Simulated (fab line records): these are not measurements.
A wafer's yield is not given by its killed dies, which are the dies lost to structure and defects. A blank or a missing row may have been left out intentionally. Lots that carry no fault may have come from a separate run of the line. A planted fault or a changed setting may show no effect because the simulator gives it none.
Which of the tools did it? | flow n5-finfet | 24 lots with 72 wafers sampled at 5 steps, on a route of 1938 steps

## WHAT EACH GAUGE READ, for each wafer
N5_BEOL_M3_CD_MEAS_18: pitch 36 nm, target cd 18 nm. Usual: cd-nm reads 17.7 nm (standard deviation 0.36).
lot  | measured     | on        | cd-nm (nm)     | flag
L074 | day 7 22:46  | cd-sem-01 | 17.6 17.3 17.5 |
L075 | day 8 08:53  | cd-sem-02 | 17.8 17.6 17.4 |
L076 | day 8 10:14  | cd-sem-03 | 17.8 17.9 18.0 |
L077 | day 8 10:43  | cd-sem-03 | 17.4 17.8 17.8 |
L078 | day 8 14:28  | cd-sem-02 | 18.0 17.4 17.7 |
L080 | day 8 19:01  | cd-sem-02 | 17.3 18.1 18.0 |
L079 | day 8 19:25  | cd-sem-01 | 18.3 17.8 17.7 |
L081 | day 9 01:23  | cd-sem-02 | 17.2 18.0 17.4 |
L082 | day 9 08:48  | cd-sem-03 | 17.2 17.3 17.4 |
L083 | day 10 06:25 | cd-sem-02 | 18.3 17.8 17.5 |
L084 | day 10 13:14 | cd-sem-01 | 17.8 18.2 17.4 |
L087 | day 11 01:08 | cd-sem-02 | 17.8 18.0 17.5 |
L085 | day 11 01:27 | cd-sem-03 | 17.9 18.2 18.0 |
L086 | day 11 01:13 | cd-sem-03 | 17.2 17.0 17.0 |
L089 | day 11 13:52 | cd-sem-02 | 16.9 17.6 17.8 |
L088 | day 11 17:55 | cd-sem-02 | 18.2 17.8 18.3 |
L090 | day 12 00:27 | cd-sem-01 | 17.7 17.5 17.7 |
L091 | day 12 01:04 | cd-sem-02 | 17.5 17.4 17.4 |
L092 | day 12 05:08 | cd-sem-01 | 17.5 17.5 17.9 |
L093 | day 12 07:43 | cd-sem-03 | 18.0 17.5 18.3 |
L094 | day 12 15:26 | cd-sem-02 | 18.2 17.6 17.9 |
L095 | day 12 18:06 | cd-sem-03 | 18.3 18.3 17.3 |
L096 | day 13 07:00 | cd-sem-01 | 17.8 18.7 18.0 |
L097 | day 13 15:13 | cd-sem-02 | 17.5 17.9 18.4 |

## WHICH TOOL RAN EACH LOT (tool, then ch and the chambers of the sampled wafers, then the start)
lot  | N5_BEOL_M2_ANNEAL_87         | N5_BEOL_M2_ANNEAL_91         | N5_BEOL_M2_SPUTTER_94        | N5_BEOL_M2_SPUTTER_96
L074 | pvd-sputter-02, day 7 19:12  | pvd-sputter-02, day 7 19:38  | pvd-sputter-02, day 7 20:00  | pvd-sputter-02, day 7 20:13
L075 | pvd-sputter-03, day 8 02:34  | pvd-sputter-03, day 8 03:00  | pvd-sputter-03, day 8 03:22  | pvd-sputter-03, day 8 03:35
L076 | pvd-sputter-02, day 8 05:35  | pvd-sputter-02, day 8 06:01  | pvd-sputter-02, day 8 06:23  | pvd-sputter-02, day 8 06:36
L077 | pvd-sputter-03, day 8 05:42  | pvd-sputter-03, day 8 06:08  | pvd-sputter-03, day 8 06:30  | pvd-sputter-03, day 8 06:43
L078 | pvd-sputter-03, day 8 10:19  | pvd-sputter-03, day 8 10:46  | pvd-sputter-03, day 8 11:07  | pvd-sputter-03, day 8 11:20
L080 | pvd-sputter-03, day 8 14:37  | pvd-sputter-03, day 8 15:04  | pvd-sputter-03, day 8 15:25  | pvd-sputter-03, day 8 15:38
L079 | pvd-sputter-01, day 8 15:53  | pvd-sputter-01, day 8 16:20  | pvd-sputter-01, day 8 16:41  | pvd-sputter-01, day 8 16:55
L081 | pvd-sputter-01, day 8 20:16  | pvd-sputter-01, day 8 20:43  | pvd-sputter-01, day 8 21:04  | pvd-sputter-01, day 8 21:17
L082 | pvd-sputter-01, day 9 04:06  | pvd-sputter-01, day 9 04:32  | pvd-sputter-01, day 9 04:54  | pvd-sputter-01, day 9 05:07
L083 | pvd-sputter-02, day 10 01:55 | pvd-sputter-02, day 10 02:22 | pvd-sputter-02, day 10 02:43 | pvd-sputter-02, day 10 02:56
L084 | pvd-sputter-01, day 10 09:13 | pvd-sputter-01, day 10 09:40 | pvd-sputter-01, day 10 10:01 | pvd-sputter-01, day 10 10:14
L087 | pvd-sputter-03, day 10 20:44 | pvd-sputter-03, day 10 21:10 | pvd-sputter-03, day 10 21:32 | pvd-sputter-03, day 10 21:45
L085 | pvd-sputter-02, day 10 20:52 | pvd-sputter-02, day 10 21:18 | pvd-sputter-02, day 10 21:40 | pvd-sputter-02, day 10 21:53
L086 | pvd-sputter-01, day 10 21:00 | pvd-sputter-01, day 10 21:26 | pvd-sputter-01, day 10 21:48 | pvd-sputter-01, day 10 22:01
L089 | pvd-sputter-02, day 11 09:42 | pvd-sputter-02, day 11 10:08 | pvd-sputter-02, day 11 10:30 | pvd-sputter-02, day 11 10:43
L088 | pvd-sputter-02, day 11 13:48 | pvd-sputter-02, day 11 14:14 | pvd-sputter-02, day 11 14:36 | pvd-sputter-02, day 11 14:49
L090 | pvd-sputter-03, day 11 18:38 | pvd-sputter-03, day 11 19:05 | pvd-sputter-03, day 11 19:26 | pvd-sputter-03, day 11 19:40
L091 | pvd-sputter-03, day 11 20:29 | pvd-sputter-03, day 11 20:55 | pvd-sputter-03, day 11 21:17 | pvd-sputter-03, day 11 21:30
L092 | pvd-sputter-01, day 12 01:32 | pvd-sputter-01, day 12 01:58 | pvd-sputter-01, day 12 02:20 | pvd-sputter-01, day 12 02:33
L093 | pvd-sputter-03, day 12 03:05 | pvd-sputter-03, day 12 03:32 | pvd-sputter-03, day 12 03:53 | pvd-sputter-03, day 12 04:07
L094 | pvd-sputter-03, day 12 10:49 | pvd-sputter-03, day 12 11:16 | pvd-sputter-03, day 12 11:37 | pvd-sputter-03, day 12 11:50
L095 | pvd-sputter-02, day 12 12:57 | pvd-sputter-02, day 12 13:23 | pvd-sputter-02, day 12 13:45 | pvd-sputter-02, day 12 13:58
L096 | pvd-sputter-01, day 13 03:03 | pvd-sputter-01, day 13 03:29 | pvd-sputter-01, day 13 03:51 | pvd-sputter-01, day 13 04:04
L097 | pvd-sputter-03, day 13 09:31 | pvd-sputter-03, day 13 09:58 | pvd-sputter-03, day 13 10:19 | pvd-sputter-03, day 13 10:32
- N5_BEOL_M2_ANNEAL_87: time 240 s.
- N5_BEOL_M2_ANNEAL_91: time 240 s.
- N5_BEOL_M2_SPUTTER_94: material Cu, target thk 4.5 nm, time 8.29 s.
- N5_BEOL_M2_SPUTTER_96: material Cu, target thk 4.5 nm, time 8.29 s.

## WHAT THE TOOLS THEMSELVES READ (means of the sampled wafers that have a number; where no wafer has one, the mark that the record gives instead)
N5_BEOL_M2_ANNEAL_87. Usual: heater-power-w reads 846 W (standard deviation 58).
lot  | tool           | heater-power-w (W) | flag
L074 | pvd-sputter-02 | 805                |
L075 | pvd-sputter-03 | 920                |
L076 | pvd-sputter-02 | 859                |
L077 | pvd-sputter-03 | 914                |
L078 | pvd-sputter-03 | 917                |
L080 | pvd-sputter-03 | 838                |
L079 | pvd-sputter-01 | 819                |
L081 | pvd-sputter-01 | 836                |
L082 | pvd-sputter-01 | 811                |
L083 | pvd-sputter-02 | 883                |
L084 | pvd-sputter-01 | 822                |
L087 | pvd-sputter-03 | 803                |
L085 | pvd-sputter-02 | 804                |
L086 | pvd-sputter-01 | 832                |
L089 | pvd-sputter-02 | 870                |
L088 | pvd-sputter-02 | 898                |
L090 | pvd-sputter-03 | 892                |
L091 | pvd-sputter-03 | 875                |
L092 | pvd-sputter-01 | 836                |
L093 | pvd-sputter-03 | 842                |
L094 | pvd-sputter-03 | 858                |
L095 | pvd-sputter-02 | 858                |
L096 | pvd-sputter-01 | 827                |
L097 | pvd-sputter-03 | 877                |

N5_BEOL_M2_ANNEAL_91. Usual: heater-power-w reads 846 W (standard deviation 55).
lot  | tool           | heater-power-w (W) | flag
L074 | pvd-sputter-02 | 807                |
L075 | pvd-sputter-03 | 922                |
L076 | pvd-sputter-02 | 853                |
L077 | pvd-sputter-03 | 926                |
L078 | pvd-sputter-03 | 922                |
L080 | pvd-sputter-03 | 826                |
L079 | pvd-sputter-01 | 823                |
L081 | pvd-sputter-01 | 827                |
L082 | pvd-sputter-01 | 818                |
L083 | pvd-sputter-02 | 871                |
L084 | pvd-sputter-01 | 825                |
L087 | pvd-sputter-03 | 789                |
L085 | pvd-sputter-02 | 817                |
L086 | pvd-sputter-01 | 831                |
L089 | pvd-sputter-02 | 852                |
L088 | pvd-sputter-02 | 891                |
L090 | pvd-sputter-03 | 873                |
L091 | pvd-sputter-03 | 873                |
L092 | pvd-sputter-01 | 834                |
L093 | pvd-sputter-03 | 838                |
L094 | pvd-sputter-03 | 881                |
L095 | pvd-sputter-02 | 854                |
L096 | pvd-sputter-01 | 832                |
L097 | pvd-sputter-03 | 877                |

N5_BEOL_M2_SPUTTER_94. Usual: throttle-valve-pct reads 29.9 % (standard deviation 1.1).
lot  | tool           | throttle-valve-pct (%) | flag
L074 | pvd-sputter-02 | 28.8                   |
L075 | pvd-sputter-03 | 29.0                   |
L076 | pvd-sputter-02 | 29.6                   |
L077 | pvd-sputter-03 | 29.4                   |
L078 | pvd-sputter-03 | 29.4                   |
L080 | pvd-sputter-03 | 29.5                   |
L079 | pvd-sputter-01 | 30.7                   |
L081 | pvd-sputter-01 | 31.1                   |
L082 | pvd-sputter-01 | 31.2                   |
L083 | pvd-sputter-02 | 29.2                   |
L084 | pvd-sputter-01 | 31.2                   |
L087 | pvd-sputter-03 | 29.7                   |
L085 | pvd-sputter-02 | 28.8                   |
L086 | pvd-sputter-01 | 31.6                   |
L089 | pvd-sputter-02 | 29.0                   |
L088 | pvd-sputter-02 | 29.8                   |
L090 | pvd-sputter-03 | 29.5                   |
L091 | pvd-sputter-03 | 28.9                   |
L092 | pvd-sputter-01 | 31.6                   |
L093 | pvd-sputter-03 | 29.9                   |
L094 | pvd-sputter-03 | 30.0                   |
L095 | pvd-sputter-02 | 29.6                   |
L096 | pvd-sputter-01 | 31.4                   |
L097 | pvd-sputter-03 | 29.5                   |

N5_BEOL_M2_SPUTTER_96. Usual: throttle-valve-pct reads 29.9 % (standard deviation 1.1).
lot  | tool           | throttle-valve-pct (%) | flag
L074 | pvd-sputter-02 | 29.0                   |
L075 | pvd-sputter-03 | 28.8                   |
L076 | pvd-sputter-02 | 29.5                   |
L077 | pvd-sputter-03 | 29.4                   |
L078 | pvd-sputter-03 | 29.3                   |
L080 | pvd-sputter-03 | 29.6                   |
L079 | pvd-sputter-01 | 30.8                   |
L081 | pvd-sputter-01 | 31.2                   |
L082 | pvd-sputter-01 | 31.1                   |
L083 | pvd-sputter-02 | 29.1                   |
L084 | pvd-sputter-01 | 31.2                   |
L087 | pvd-sputter-03 | 29.7                   |
L085 | pvd-sputter-02 | 28.9                   |
L086 | pvd-sputter-01 | 31.6                   |
L089 | pvd-sputter-02 | 29.2                   |
L088 | pvd-sputter-02 | 29.6                   |
L090 | pvd-sputter-03 | 29.7                   |
L091 | pvd-sputter-03 | 28.9                   |
L092 | pvd-sputter-01 | 31.5                   |
L093 | pvd-sputter-03 | 29.7                   |
L094 | pvd-sputter-03 | 30.1                   |
L095 | pvd-sputter-02 | 29.6                   |
L096 | pvd-sputter-01 | 31.5                   |
L097 | pvd-sputter-03 | 29.5                   |

## THE ANSWER, worked out from the rows above alone
Rule: lot off if the mean of its wafers having a number is beyond 3 standard deviations from the usual mean. Also off: a lot with no number at a reading for which 4 or more lots have one. All remaining lots with rows at the step are treated as sound. The gauges are gone through in route order, then the tools' own readings, and for those a lot's mean is taken as printed above. At the first step where some lot is off, the reading lying furthest off is the one used; lots without a number count as furthest.
Nothing can be told from this: no lot is off at any reading shown.

## WHAT THE SIMULATOR PUT IN
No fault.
